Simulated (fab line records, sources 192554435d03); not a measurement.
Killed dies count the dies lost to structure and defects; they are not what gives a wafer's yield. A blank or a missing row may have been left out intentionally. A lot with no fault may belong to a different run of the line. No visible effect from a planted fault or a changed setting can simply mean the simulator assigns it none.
Split-lot trial | flow n5_finfet | 21 wafers read across 7 lots, on a route 1938 steps long

== ON THE SPLIT ==
At N5_PMOS_HMC_CHANNEL_EPI_ETCH_32 (etches BARC in N2/H2, stops on SiO2, target depth 85.8 nm, time 50.3 s), the setting bias_w was moved away from the recipe's 150 W on 4 of the 21 wafers read, by -4.8% to +12.7%. This setting was run at the recipe's value on the other wafers.

The split's own step is where the reading is taken.

== THE READING ==
rf_vpp_V, in V, at N5_PMOS_HMC_CHANNEL_EPI_ETCH_32 (etches BARC in N2/H2, stops on SiO2, target depth 85.8 nm, time 50.3 s). A value of 525.1 V with a standard deviation of 2.3 V is what fault-free wafers of this fab line usually give.

wafer  | tool, chamber at the split | bias_w as run, W | against the recipe | rf_vpp_V, V | against lot-mates on the recipe
L074.2 | rie_diel-02, 2             | 169.1            | +12.7%             | 564.9       | +41.0
L074.3 | rie_diel-02, 1             | 150              | recipe             | 523.9       | -
L074.4 | rie_diel-02, 3             | 169.1            | +12.7%             | 562.4       | +38.5
L075.3 | rie_diel-02, 3             | 150              | recipe             | 520.7       | -
L075.4 | rie_diel-02, 0             | 142.8            | -4.8%              | 509.0       | -11.7
L075.5 | rie_diel-02, 2             | 142.8            | -4.8%              | 507.0       | -13.7
L076.2 | rie_diel-02, 3             | 150              | recipe             | 520.5       | -
L076.5 | rie_diel-02, 2             | 150              | recipe             | 523.6       | -
L076.6 | rie_diel-02, 3             | 150              | recipe             | 520.3       | -
L087.1 | rie_diel-03, 2             | 150              | recipe             | 522.5       | -
L087.2 | rie_diel-03, 0             | 150              | recipe             | 523.8       | -
L087.4 | rie_diel-03, 1             | 150              | recipe             | 527.4       | -
L093.2 | rie_diel-01, 1             | 150              | recipe             | 527.2       | -
L093.3 | rie_diel-01, 2             | 150              | recipe             | 526.3       | -
L093.4 | rie_diel-01, 0             | 150              | recipe             | 526.3       | -
L094.1 | rie_diel-01, 3             | 150              | recipe             | 522.5       | -
L094.2 | rie_diel-01, 1             | 150              | recipe             | 529.2       | -
L094.5 | rie_diel-01, 1             | 150              | recipe             | 530.0       | -
L095.3 | rie_diel-03, 2             | 150              | recipe             | 523.1       | -
L095.4 | rie_diel-03, 1             | 150              | recipe             | 526.9       | -
L095.5 | rie_diel-03, 0             | 150              | recipe             | 524.4       | -

FIT RESULTS
A straight line over all 21 wafers: rf_vpp_V changes by +3.12 V for each +1% of bias_w; r = +0.98; the points scatter about the line by 2.8 V.
The same after taking each lot's own level away (the mean of its wafers on the recipe; 21 wafers): +3.05 V for each +1%; r = +0.99; scatter 2 V.
That fit puts the effect of the largest move of bias_w on the reading at 39 V.
The span of the lots' own levels, 520.70 to 527.23 V, comes to 2.8 times the standard deviation stated above.
The two slopes are in agreement: the lot-to-lot level therefore moves the slope only a little.
Check: +37.6 V against its lot-mates is what the line predicts for one of the wafers moved furthest among these (+12.7%) when that wafer is left out of the fit. Against them it came out at +41 V.
Tool readings at the split's step, against how far the setting was moved: rf_vpp_V r = +0.98.

== OTHER SPLITS ON THESE WAFERS ==
These wafers also went through other splits before the reading. Each is held against what the fit with the lots' levels taken away leaves over:
other split on the same wafers            | wafers away from the commonest value | r with rf_vpp_V (lot level and that fit taken away)
N5_ZERO_LAYER_PECVD_02 time_s             | 7                                    | +0.18
N5_PMOS_HMC_CHANNEL_EPI_PEB_07 peb_temp_c | 4                                    | -0.02

== FILE'S OWN FIT ==
rf_vpp_V changes by +3.06 V for each +1% of bias_w, r = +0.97.
